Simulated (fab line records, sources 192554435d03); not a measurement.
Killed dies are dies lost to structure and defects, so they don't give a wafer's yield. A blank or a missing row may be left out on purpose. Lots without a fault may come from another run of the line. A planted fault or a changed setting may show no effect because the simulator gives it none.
Split-lot experiment | flow n5_finfet | 7 lots, 21 wafers read, on a route of 1938 steps

THE SPLIT
At N5_BEOL_M3_PECVD_72 (deposits SiO2 from TEOS/O2, target thk 16 nm, time 18 s), the setting time_s was moved away from the recipe's 18 s on 6 of the 21 wafers read, by -12.6% to +14.8%. The other wafers ran this setting at the recipe's value.

The reading is taken at the split's own step.

THE READING
SiO2_of_BEOL_M3_PECVD_72.thk_nm (the simulator's own value, which no gauge read), in nm, at N5_BEOL_M3_PECVD_72 (deposits SiO2 from TEOS/O2, target thk 16 nm, time 18 s). The file gives no usual value for it. The 15 wafers here that ran the recipe average 16.0 nm, standard deviation 0.23 nm.

wafer  | tool, chamber at the split | time_s as run, s | against the recipe | SiO2_of_BEOL_M3_PECVD_72.thk_nm, nm | against lot-mates on the recipe
L074.3 | pecvd-04, 2                | 18               | recipe             | 15.8                                | -
L074.4 | pecvd-04, 2                | 18               | recipe             | 16.6                                | -
L074.6 | pecvd-04, 1                | 18               | recipe             | 16.2                                | -
L076.1 | pecvd-01, 1                | 18               | recipe             | 16                                  | -
L076.3 | pecvd-01, 2                | 19.54            | +8.6%              | 17.4                                | +1.3
L076.4 | pecvd-01, 0                | 18               | recipe             | 16.2                                | -
L085.1 | pecvd-01, 0                | 18               | recipe             | 15.8                                | -
L085.2 | pecvd-01, 2                | 18               | recipe             | 16                                  | -
L085.6 | pecvd-01, 0                | 20.66            | +14.8%             | 18.6                                | +2.7
L086.1 | pecvd-01, 0                | 18               | recipe             | 15.8                                | -
L086.4 | pecvd-01, 2                | 15.74            | -12.6%             | 14.2                                | -1.8
L086.6 | pecvd-01, 1                | 18               | recipe             | 16.2                                | -
L089.1 | pecvd-01, 1,0              | 18               | recipe             | 16                                  | -
L089.6 | pecvd-01, 1,0              | 18               | recipe             | 16                                  | -
L089.4 | pecvd-01, 1                | 20.33            | +12.9%             | 18                                  | +2.0
L090.1 | pecvd-01, 2                | 18               | recipe             | 15.6                                | -
L090.3 | pecvd-01, 2                | 18               | recipe             | 16                                  | -
L090.6 | pecvd-01, 2                | 18               | recipe             | 15.8                                | -
L093.4 | pecvd-03, 0                | 20.42            | +13.4%             | 17.4                                | +1.4
L093.5 | pecvd-03, 1                | 18               | recipe             | 16                                  | -
L093.6 | pecvd-03, 2                | 20.42            | +13.4%             | 18                                  | +2.0
Where a row lists several chambers, the file gives one row for several wafers and doesn't say which wafer went through which chamber.

THE FIT
A straight line over all 21 wafers: SiO2_of_BEOL_M3_PECVD_72.thk_nm changes by +0.147 nm for each +1% of time_s; r = +0.97; the points scatter about the line by 0.27 nm.
The same after taking each lot's own level away (the mean of its wafers on the recipe; 21 wafers): +0.148 nm for each +1%; r = +0.97; scatter 0.25 nm.
On that fit, the largest move of time_s shifts the reading by 2.2 nm.
The lots' own levels span 15.80 to 16.20 nm, that is 1.7 times the standard deviation above.
So the lot-to-lot level changes the slope little: the two slopes agree.
Check: with one of the wafers moved furthest among these (+14.8%) left out of the fit, the line predicts +2.05 nm for it against its lot-mates. It came out at +2.7 nm against them.

OTHER SPLITS ON THESE WAFERS
These wafers also went through other splits before the reading. Each is held against what the fit with the lots' levels taken away leaves over:
other split on the same wafers | wafers away from the commonest value | r with SiO2_of_BEOL_M3_PECVD_72.thk_nm (lot level and that fit taken away)
N5_BEOL_M2_ETCH_74 source_w    | 5                                    | +0.00
N5_BEOL_M3_ILD_DEP_00 time_s   | 5                                    | +0.04

THE FILE'S OWN FIT
SiO2_of_BEOL_M3_PECVD_72.thk_nm changes by +0.153 nm for each +1% of time_s, r = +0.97.
